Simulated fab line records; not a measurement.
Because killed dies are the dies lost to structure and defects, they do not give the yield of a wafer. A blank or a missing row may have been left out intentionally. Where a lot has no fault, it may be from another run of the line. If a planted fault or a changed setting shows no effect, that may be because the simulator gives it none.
fab line records | flow nand_harc | part 2 of 2: steps 41 to 41 of 41
[record] lots = 6 wafers = 18 last_day = 32
route steps=1302 shown P_M2@329 P_BONDPAD@351 END@1302
lots untouched by any fault: they come from a run of this same line in which no faults occurred
start_h: the number of hours between the record's first day and the start of the first shown wafer of the lot | wait_h: hours since the lot's step before | " identical to the entry in the row above | L1.1+2: several wafers, shown together as one row | - no value, or no start was given | * or withheld: withheld | < > ~ a bound
route shown NAME@n: NAME is a module with steps in the file, n the number in the route of the first one | usual: mean and standard deviation over wafers with no fault | same: alike in all rows | chamber/n: place in a boat | sites: per-site readings | _std_site: their standard deviation | _edge_site: outer sites' mean less inner sites' | radius_mm: for every site, how far away it sits from the centre of the wafer | mask NAME#n: copy n | behind: tool/chamber where the wafer was last shaped | hold: cause of the lot's hold/its duration in hours/its outcome | device: which transistor (n, p or np) failed to switch | end of line: the route-end tests of the same wafers | where a step has no rows: the recipe by itself | killed: the dies lost at the first sort to structure and to defects; this is not the yield of the wafer | map: a wafer's dies, marking killed ones x, the rest . and places with no die _
set.NAME: setting as actually run; set.NAME@STEP: the setting as run at that earlier step | model.NAME: the simulator's own value behind a step, which no gauge read
lots seen at some steps along the route; tables by step, rows by wafer
services: the hour from which a tool's chamber was out of use, counted from the record's first day as start_h (under 0 if before that day), plus the number of hours and why
[[steps]]
[step NHARC_END_SORT_01]
[recipe] temp_c = 25
[usual] defect_limited_yield = 91.4/2.7 killed_at_array = 53/18 killed_at_other = 0.8/1.1 killed_at_periphery = 4.1/2.7 killed_dies = 58/18 killed_open = 3.1/1.7 killed_short = 2.7/1.7 sort_bin_2_pct = 3.0/1.2 sort_bin_3_pct = 0.6/0.37 sort_bin_4_pct = 4.9/1.5 sort_n_pass = 619/18 sort_rim_yield_pct = 91/4.1 sort_yield_pct = 91.4/2.7
[same] gross_dies = 677 sort_bin_5_pct[%] = 0 sort_bin_6_pct[%] = 0 sort_bin_7_pct[%] = 0 sort_bin_8_pct[%] = 0 sort_rim_n_gross = 106.00
// columns lot.wafer tool chamber start_h wait_h defect_limited_yield[%] killed_at_array killed_at_other killed_at_periphery killed_dies killed_open killed_short sort_bin_2_pct[%] sort_bin_3_pct[%] sort_bin_4_pct[%] sort_n_pass sort_rim_yield_pct[%] sort_yield_pct[%]
L317.1 prober-01 0 667.63 2.5 91.4 54 1 3 58 1 4 3.7 0.4 4.4 619 93 91.4
L317.2 prober-01 0 668.43 2.8 0 50 0 627 677 1 4 95.1 0.6 4.3 0 0 0
L317.3 prober-01 0 669.23 3.1 89.8 64 0 5 69 5 1 3.4 0.6 6.2 608 92 89.8
L316.3 prober-01 0 680.36 3.1 0 40 2 635 677 3 1 96.5 0.4 3.1 0 0 0
L316.4 prober-01 0 681.15 3.4 91.4 55 0 3 58 3 4 3.0 0.3 5.3 619 96 91.4
L316.5 prober-01 0 681.95 3.7 93.8 37 1 4 42 2 5 2.1 0.4 3.7 635 89 93.8
L321.2 prober-01 0 734.21 2.8 86.6 90 0 1 91 4 3 5.0 1.0 7.4 586 96 86.6
L321.4 prober-01 0 735.81 3.4 89.7 68 0 2 70 2 7 3.4 1.0 5.9 607 86 89.7
L321.6 prober-01 0 737.40 4.0 87.7 81 0 2 83 4 2 5.2 1.3 5.8 594 88 87.7
L323.1 prober-01 0 762.33 2.5 95.0 30 2 2 34 2 1 2.1 0.4 2.5 643 90 95.0
L323.2 prober-01 0 763.14 2.8 94.8 26 1 8 35 3 2 1.2 0.1 3.8 642 95 94.8
L323.5 prober-01 0 765.55 3.7 94.4 33 3 2 38 5 3 1.3 0.4 3.8 639 92 94.4
L325.2 prober-01 0 771.59 2.8 91.1 54 0 6 60 4 1 2.8 0.4 5.6 617 94 91.1
L325.5 prober-01 0 774.00 3.7 89.8 65 1 3 69 4 5 4.1 0.6 5.5 608 90 89.8
L325.6 prober-01 0 774.81 4.0 91.1 58 0 2 60 5 3 3.1 0.4 5.3 617 92 91.1
L326.2 prober-02 0 771.61 2.8 94.1 35 1 4 40 2 0 1.3 0.4 4.1 637 88 94.1
L326.3 prober-02 0 772.39 3.1 90.7 57 2 4 63 3 5 3.2 0.1 5.9 614 91 90.7
L326.6 prober-02 0 774.75 3.9 93.2 42 2 2 46 6 1 1.3 0.3 5.2 631 87 93.2
// killed by level:class
L317.1 A_SLIT:chamber_film_flake=21 A_CHANNEL_HOLE_D2:chamber_film_flake=14 A_CONTACT:chamber_film_flake=10 A_CHANNEL_HOLE_D1:chamber_film_flake=2 A_ONON_D1:geometric_particle:open=1 A_ONON_D1:geometric_particle:short=1 A_ONON_D2:geometric_particle:short=1 A_SGD_CUT:geometric_particle:short=1
L317.2 P_M2:area_pvd=620 A_SLIT:chamber_film_flake=19 A_STAIRCASE:chamber_film_flake=8 A_CHANNEL_HOLE_D2:chamber_film_flake=6 P_CONTACT:chamber_film_flake=4 A_CONTACT:chamber_film_flake=4 A_WL_FILL:chamber_film_flake=4 A_CHANNEL_HOLE_D1:chamber_film_flake=3
L317.3 A_SLIT:chamber_film_flake=36 A_CHANNEL_HOLE_D2:chamber_film_flake=9 A_CHANNEL_HOLE_D1:chamber_film_flake=5 A_CONTACT:chamber_film_flake=4 A_STAIRCASE:chamber_film_flake=4 A_WL_FILL:chamber_film_flake=3 A_SOURCE_PLATE:geometric_particle:open=2 P_CONTACT:chamber_film_flake=2
L316.3 P_M2:area_pvd=633 A_SLIT:chamber_film_flake=24 A_ZERO_WELL:chamber_film_flake=3 A_WL_FILL:chamber_film_flake=3 A_CHANNEL_HOLE_D1:chamber_film_flake=2 A_CONTACT:chamber_film_flake=2 A_ONON_D2:geometric_particle:short=1 A_WL_FILL:geometric_particle:open=1
L316.4 A_SLIT:chamber_film_flake=38 P_CONTACT:chamber_film_flake=3 A_CHANNEL_HOLE_D1:chamber_film_flake=3 A_CONTACT:chamber_film_flake=3 A_WL_FILL:geometric_particle:short=2 A_CHANNEL_HOLE_D2:chamber_film_flake=2 A_SOURCE_PLATE:geometric_particle:short=1 A_CHANNEL_FILL_D1:geometric_particle:open=1
L316.5 A_SLIT:chamber_film_flake=26 A_SGD_CUT:chamber_film_flake=3 P_M0:geometric_particle:open=2 A_CHANNEL_FILL_D1:geometric_particle:short=2 A_ZERO_WELL:chamber_film_flake=2 A_DECK1_JOINT:geometric_particle:short=1 A_WL_FILL:geometric_particle:short=1 A_M0:geometric_particle:short=1
L321.2 A_CHANNEL_HOLE_D1:chamber_film_flake=34 A_SLIT:chamber_film_flake=28 A_CHANNEL_HOLE_D2:chamber_film_flake=12 A_CONTACT:chamber_film_flake=7 A_M0:geometric_particle:short=2 P_M2:geometric_particle:open=1 A_ONON_D1:geometric_particle:open=1 A_CHANNEL_FILL_D1:geometric_particle:open=1
L321.4 A_CHANNEL_HOLE_D2:chamber_film_flake=23 A_SLIT:chamber_film_flake=18 A_CHANNEL_HOLE_D1:chamber_film_flake=13 A_WL_FILL:geometric_particle:short=3 A_CHANNEL_FILL_D1:geometric_particle:short=2 A_STAIRCASE:chamber_film_flake=2 P_M1:geometric_particle:open=1 A_ONON_D1:geometric_particle:short=1
L321.6 A_CHANNEL_HOLE_D1:chamber_film_flake=30 A_SLIT:chamber_film_flake=20 A_CHANNEL_HOLE_D2:chamber_film_flake=11 A_CONTACT:chamber_film_flake=8 A_WL_FILL:chamber_film_flake=3 A_CHANNEL_FILL_D1:geometric_particle:short=1 A_ONON_D2:geometric_particle:open=1 A_CHANNEL_FILL_D2:geometric_particle:open=1
L323.1 A_CHANNEL_HOLE_D1:chamber_film_flake=12 A_SLIT:chamber_film_flake=7 A_ZERO_WELL:chamber_film_flake=4 A_CONTACT:chamber_film_flake=3 P_M1:chamber_film_flake=2 A_WL_FILL:geometric_particle:short=1 A_CONTACT:geometric_particle:open=1 STARTING-WAFER:geometric_particle:open=1
L323.2 A_SLIT:chamber_film_flake=9 A_CHANNEL_HOLE_D1:chamber_film_flake=8 P_GATE:chamber_film_flake=2 P_M1:chamber_film_flake=2 A_ZERO_WELL:chamber_film_flake=2 A_STAIRCASE:chamber_film_flake=2 A_CONTACT:chamber_film_flake=2 P_STI:geometric_particle:open=1
L323.5 A_CHANNEL_HOLE_D1:chamber_film_flake=10 A_SLIT:chamber_film_flake=7 A_CONTACT:chamber_film_flake=3 THIN_TSV:chamber_film_flake=3 A_ONON_D1:geometric_particle:short=2 A_CHANNEL_FILL_D2:chamber_film_flake=2 A_STAIRCASE:chamber_film_flake=2 A_ONON_D1:geometric_particle:open=1
L325.2 A_CHANNEL_HOLE_D2:chamber_film_flake=22 A_CHANNEL_HOLE_D1:chamber_film_flake=9 A_SLIT:chamber_film_flake=9 A_CONTACT:chamber_film_flake=6 A_WL_FILL:chamber_film_flake=3 P_ZERO_WELL:chamber_film_flake=2 P_M2:chamber_film_flake=2 P_STI:geometric_particle:open=1
L326.2 A_SLIT:chamber_film_flake=21 A_CONTACT:chamber_film_flake=4 A_CHANNEL_FILL_D1:chamber_film_flake=3 A_DECK1_JOINT:chamber_film_flake=2 A_M0:chamber_film_flake=2 P_GATE:geometric_particle:open=1 P_M0:geometric_particle:open=1 P_ZERO_WELL:chamber_film_flake=1
L326.3 A_SLIT:chamber_film_flake=32 A_CONTACT:chamber_film_flake=9 A_STAIRCASE:chamber_film_flake=6 A_DECK1_JOINT:chamber_film_flake=2 THIN_TSV:chamber_film_flake=2 P_CONTACT:geometric_particle:open=1 P_M1:geometric_particle:open=1 P_M2:geometric_particle:short=1
L325.5 A_CHANNEL_HOLE_D2:chamber_film_flake=32 A_CHANNEL_HOLE_D1:chamber_film_flake=14 A_CONTACT:chamber_film_flake=4 A_SLIT:chamber_film_flake=4 A_STAIRCASE:chamber_film_flake=3 A_ONON_D1:geometric_particle:short=2 A_CHANNEL_FILL_D1:geometric_particle:short=2 P_GATE:geometric_particle:open=1
L326.6 A_SLIT:chamber_film_flake=20 A_CONTACT:chamber_film_flake=6 A_STAIRCASE:chamber_film_flake=4 A_CHANNEL_FILL_D1:geometric_particle:open=2 A_CHANNEL_HOLE_D1:chamber_film_flake=2 A_DECK1_JOINT:chamber_film_flake=2 THIN_TSV:chamber_film_flake=2 P_M0:geometric_particle:open=1
L325.6 A_CHANNEL_HOLE_D1:chamber_film_flake=20 A_CHANNEL_HOLE_D2:chamber_film_flake=20 A_SLIT:chamber_film_flake=5 A_CONTACT:chamber_film_flake=4 A_CHANNEL_FILL_D1:geometric_particle:short=2 A_WL_FILL:chamber_film_flake=2 P_STI:geometric_particle:open=1 P_GATE:geometric_particle:short=1
// map L316.3 (x killed, . not)
____________x____________
_________xxxxxxx_________
_______xxxxxxxxxxx_______
______xxxxxxxxxxxxx______
_____xxxxxxxxxxxxxxx_____
____xxxxxxxxxxxxxxxxx____
____xxxxxxxxxxxxxxxxx____
___xxxxxxxxxxxxxxxxxxx___
___xxxxxxxxxxxxxxxxxxx___
__xxxxxxxxxxxxxxxxxxxxx__
__xxxxxxxxxxxxxxxxxxxxx__
_xxxxxxxxxxxxxxxxxxxxxxx_
_xxxxxxxxxxxxxxxxxxxxxxx_
_xxxxxxxxxxxxxxxxxxxxxxx_
_xxxxxxxxxxxxxxxxxxxxxxx_
_xxxxxxxxxxxxxxxxxxxxxxx_
xxxxxxxxxxxxxxxxxxxxxxxxx
xxxxxxxxxxxxxxxxxxxxxxxxx
xxxxxxxxxxxxxxxxxxxxxxxxx
xxxxxxxxxxxxxxxxxxxxxxxxx
xxxxxxxxxxxxxxxxxxxxxxxxx
_xxxxxxxxxxxxxxxxxxxxxxx_
_xxxxxxxxxxxxxxxxxxxxxxx_
_xxxxxxxxxxxxxxxxxxxxxxx_
_xxxxxxxxxxxxxxxxxxxxxxx_
_xxxxxxxxxxxxxxxxxxxxxxx_
__xxxxxxxxxxxxxxxxxxxxx__
__xxxxxxxxxxxxxxxxxxxxx__
___xxxxxxxxxxxxxxxxxxx___
___xxxxxxxxxxxxxxxxxxx___
____xxxxxxxxxxxxxxxxx____
____xxxxxxxxxxxxxxxxx____
_____xxxxxxxxxxxxxxx_____
______xxxxxxxxxxxxx______
_______xxxxxxxxxxx_______
_________xxxxxxx_________
____________x____________
// map L317.2 (x killed, . not)
____________x____________
_________xxxxxxx_________
_______xxxxxxxxxxx_______
______xxxxxxxxxxxxx______
_____xxxxxxxxxxxxxxx_____
____xxxxxxxxxxxxxxxxx____
____xxxxxxxxxxxxxxxxx____
___xxxxxxxxxxxxxxxxxxx___
___xxxxxxxxxxxxxxxxxxx___
__xxxxxxxxxxxxxxxxxxxxx__
__xxxxxxxxxxxxxxxxxxxxx__
_xxxxxxxxxxxxxxxxxxxxxxx_
_xxxxxxxxxxxxxxxxxxxxxxx_
_xxxxxxxxxxxxxxxxxxxxxxx_
_xxxxxxxxxxxxxxxxxxxxxxx_
_xxxxxxxxxxxxxxxxxxxxxxx_
xxxxxxxxxxxxxxxxxxxxxxxxx
xxxxxxxxxxxxxxxxxxxxxxxxx
xxxxxxxxxxxxxxxxxxxxxxxxx
xxxxxxxxxxxxxxxxxxxxxxxxx
xxxxxxxxxxxxxxxxxxxxxxxxx
_xxxxxxxxxxxxxxxxxxxxxxx_
_xxxxxxxxxxxxxxxxxxxxxxx_
_xxxxxxxxxxxxxxxxxxxxxxx_
_xxxxxxxxxxxxxxxxxxxxxxx_
_xxxxxxxxxxxxxxxxxxxxxxx_
__xxxxxxxxxxxxxxxxxxxxx__
__xxxxxxxxxxxxxxxxxxxxx__
___xxxxxxxxxxxxxxxxxxx___
___xxxxxxxxxxxxxxxxxxx___
____xxxxxxxxxxxxxxxxx____
____xxxxxxxxxxxxxxxxx____
_____xxxxxxxxxxxxxxx_____
______xxxxxxxxxxxxx______
_______xxxxxxxxxxx_______
_________xxxxxxx_________
____________x____________
[[services]]
// columns tool chamber start_h hours kind
pvd_sputter-03 - 221.56 6.7 repair
rie_diel-09 0 225.60 - clean
rie_diel-09 1 225.60 - clean
rie_diel-09 2 225.60 - clean
rie_diel-09 3 225.60 - clean
pvd_sputter-01 - 226.13 10.0 pm
pecvd-02 - 227.06 13.0 pm
pvd_sputter-02 - 231.66 0.9 repair
rie_diel-01 0 249.99 2.4 repair
rie_diel-09 0 250.10 - clean
rie_diel-09 1 250.10 - clean
rie_diel-09 2 250.10 - clean
rie_diel-09 3 250.10 - clean
pecvd-04 - 269.06 13.0 pm
rie_diel-09 0 274.66 - clean
rie_diel-09 1 274.66 - clean
rie_diel-09 2 274.66 - clean
rie_diel-09 3 274.66 - clean
pvd_sputter-02 - 282.01 10.0 pm
rie_diel-01 2 310.01 3.9 repair
rie_diel-09 - 320.10 9.0 pm
pvd_sputter-03 - 322.28 5.8 repair
rie_diel-01 3 325.44 3.4 repair
rie_diel-09 1 338.98 1.4 repair
[[key]]
[first_sign] step = NHARC_END_SORT_01 reading = killed_at_periphery direction = up sigmas = 99+ usual = 4.1 struck = 631
[effect] step = NHARC_END_SORT_01 reading = sort_bin_2_pct direction = up sigmas = 76 usual = 3.0 struck = 95.8
[more_kills_born_at] NHARC_P_M2_PVD_21@pvd_sputter-03 = 1253
met_at NHARC_P_M2_PVD_21
struck_wafers L316.3,L317.2
later_rows_left_out L316.3,L317.2
[fault] kind = process_parameter_drift tool = pvd_sputter-03 chamber = - onset_h = 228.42 steps = NHARC_P_M2_PVD_21 channel = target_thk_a offset = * shape = step end_h = 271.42 acts_in = * stated = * scope = struck_wafers_only
// later_rows_left_out: the simulator's readings of these wafers behind a module that went badly wrong aren't trusted and aren't shown, but for the sort
